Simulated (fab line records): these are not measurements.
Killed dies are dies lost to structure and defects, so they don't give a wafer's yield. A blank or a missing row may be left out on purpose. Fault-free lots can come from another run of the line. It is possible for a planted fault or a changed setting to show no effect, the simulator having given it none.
Chamber matching ; flow nand_harc ; 4 sister chambers for NHARC_A_CHANNEL_FILL_D2_ETCHBACK_20 on rie_diel-13
The step etches the open film in C4F8/O2/Ar, target depth 27 nm, time 13.5 s. 14 wafers are shown with their chamber, then 7 later ones without.

WAFERS WITH THEIR CHAMBER
wafer;chamber;rf_vpp_V (V);oes_product_au (a.u.)
L077.1;1;983;1.003
L077.2;2;970;1.005
L077.5;3;975;1.001
L079.3;0;981;0.993
L079.4;2;970;1.011
L079.5;1;982;0.988
L081.2;3;975;0.997
L081.3;0;979;0.998
L081.5;2;971;0.998
L086.1;1;983;1.003
L086.3;3;975;0.997
L086.5;3;975;1.006
L089.1;3;975;0.989
L089.4;1;982;1.005

SIGNATURES (averages over the wafers above)
reading;chamber 0;chamber 1;chamber 2;chamber 3;scatter within a chamber
rf_vpp_V;980.00;982.50;970.33;975.00;0.606
oes_product_au;0.99550;0.99975;1.00467;0.99800;0.00663
Rule: distance of a wafer from a chamber = root of the sum over the readings of ((wafer's reading minus chamber's mean) / reading's scatter) squared. The wafer belongs to the nearest chamber; if the next one is less than 2 further off, it can't be placed. The scatter: the root of (the sum of the squares of (reading less its chamber's mean) over the shown wafers, divided by (wafers less chambers)).

WAFERS WITH NO CHAMBER GIVEN
wafer;rf_vpp_V (V);oes_product_au (a.u.)
L089.5;983;0.990
L092.2;971;1.009
L092.3;975;1.002
L092.4;979;0.996
L095.1;977;0.994
L095.5;983;0.998
L095.6;978;0.980

WHICH CHAMBER EACH ONE RAN IN
wafer;from the rows above;in truth
L089.5;1;1
L092.2;2;2
L092.3;3;3
L092.4;0;0
L095.1;can't be placed: 3 or 0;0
L095.5;1;1
L095.6;can't be placed: 0 or 3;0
Placed correctly: 5 of 7. Not placeable from these rows: 2 (in 2, the candidates include the true chamber). 0 placed wrongly.
